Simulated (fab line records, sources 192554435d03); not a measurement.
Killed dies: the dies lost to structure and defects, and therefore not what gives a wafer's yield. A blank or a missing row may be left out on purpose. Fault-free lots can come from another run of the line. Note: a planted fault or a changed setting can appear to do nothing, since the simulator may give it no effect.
Comparing a struck lot with a sound one / flow n5_finfet / 15 steps out of a route of 1938
Sound: the wafers L694.1, L694.3, L694.5. Struck: wafer L688.1. (L688.6 of the same lot was not struck and is left out.) The cause comes at the end.
For every step that has rows: the tool of each side, followed by ch and its chambers, followed by its first start. Under that, the readings that differ: sound wafers / struck wafers / difference of the means / sigmas: that difference in standard deviations of wafers without a fault.
alike: same words and numbers on both sides, and readings whose means sit less than 2 such deviations apart. not compared: any withheld reading, any reading some wafer has no value for, any bound like >300 that may hide the same value, and any number with overlapping values for which the record gives no deviation.
Wherever a step has rows on one side only, a row that says differs or no value, or a row with sigmas, the two part there. Non-overlapping numbers with no deviation appear without sigmas and do not part them. A reading missing from all wafers of one side parts the sides only when that side holds two or more wafers.

first, 4 steps without rows for these wafers: N5_BEOL_M10_SOFTBAKE_06 (time 60 s); N5_BEOL_M10_EXPOSE_08 (exposes mask M10); N5_BEOL_M10_PEB_09 (peb time 60 s); N5_BEOL_M10_DEVELOP_10 (develop time 30 s).
N5_BEOL_M10_CD_MEAS_11: the cd target is 64.1 nm.
  sound on cd_sem-01 ch 0, day 16 07:22; struck on cd_sem-02 ch 0, day 14 21:00
  alike: cd_nm
N5_BEOL_M10_OVL_MEAS_12:
  sound on overlay-01 ch 0, day 16 07:25; struck on overlay-01 ch 0, day 14 21:02
  alike: M10_OVL
N5_BEOL_M10_INSPECT_13: inspects for defects (brightfield).
  sound on defect_inspect-01 at day 16 07:26; struck on defect_inspect-01 at day 14 21:03
  alike: raw_defect_count
N5_BEOL_M10_DESCUM_16: chemistry O2, time 7.9 s.
  sound on rie_diel-01 ch 2,3, day 16 07:29; struck on rie_diel-04 ch 1, day 14 21:05
  alike: drypump_motor_current_A, oes_product_au, rf_vpp_V, showerhead_plenum_p_Torr, throttle_valve_pct
  not compared: rf_hours_counter_h
N5_BEOL_M10_ETCH_61: etches SiARC in CF4, target depth 39 nm, time 65 s.
  sound on rie_diel-01 ch 2,3, day 16 07:32; struck on rie_diel-04 ch 1, day 14 21:07
  alike: cf4_flow_sccm, drypump_motor_current_A, etch_rf_on_time_s, oes_product_au, rf_vpp_V, showerhead_plenum_p_Torr, throttle_valve_pct
  not compared: rf_hours_counter_h
N5_BEOL_M10_ETCH_62: etches SOC in N2/H2, target depth 110 nm, overetch 22 nm, time 165 s.
  sound on rie_diel-01 ch 2,3, day 16 07:35; struck on rie_diel-04 ch 1, day 14 21:10
reading=throttle_valve_pct (%); sound=17.58 17.25 17.58; struck=18.01; difference=+0.54; sigmas=+2
  alike: drypump_motor_current_A, oes_product_au, rf_vpp_V, showerhead_plenum_p_Torr
  not compared: rf_hours_counter_h
then, 1 step without rows for these wafers: N5_BEOL_M10_STRIP_68 (strips in N2/H2).
N5_BEOL_M10_STRIP_67: strips in CF4.
  sound on rie_diel-01 ch 2,3, day 16 07:43; struck on rie_diel-04 ch 1, day 14 21:19
  alike: cf4_flow_sccm, drypump_motor_current_A, oes_product_au, rf_vpp_V, showerhead_plenum_p_Torr, throttle_valve_pct
  not compared: rf_hours_counter_h
N5_BEOL_M10_HM_OPEN_17: chemistry Cl2/BCl3, target TiN, target depth 20 nm, overetch 6 nm.
  sound on rie_metal-02 ch 0,1, day 16 07:46; struck on rie_metal-03 ch 1, day 14 21:22
reading=model.SOC_of_BEOL_M10_COAT_59.thk_nm (nm); sound=92.2 92 92.4; struck=93; difference=+1; sigmas=
  alike: drypump_motor_current_A, mfc_cl2_sccm, oes_product_au, throttle_valve_pct
  not compared: rf_hours_counter_h
N5_BEOL_M10_STRIP_19: strips in O2.
  sound on rie_diel-05 ch 0,1,2, day 16 07:52; struck on rie_diel-01 ch 3, day 14 21:50
  alike: drypump_motor_current_A, oes_product_au, rf_vpp_V, showerhead_plenum_p_Torr, throttle_valve_pct
  not compared: rf_hours_counter_h
-- here the record skips 3 days between the struck wafers' starts before and after, leaving off in module BEOL_M10 and picking up in module PASSIVATION (first step shown: number 1936 of the route) --
N5_PASSIVATION_PROBE_49:
  the record has rows for the struck wafers here (prober-02, day 17 10:13) and none for the sound ones

WHERE THEY PART
Earliest at N5_BEOL_M10_ETCH_62; latest, in this record, at N5_PASSIVATION_PROBE_49.

WHY: whatever the simulator had introduced
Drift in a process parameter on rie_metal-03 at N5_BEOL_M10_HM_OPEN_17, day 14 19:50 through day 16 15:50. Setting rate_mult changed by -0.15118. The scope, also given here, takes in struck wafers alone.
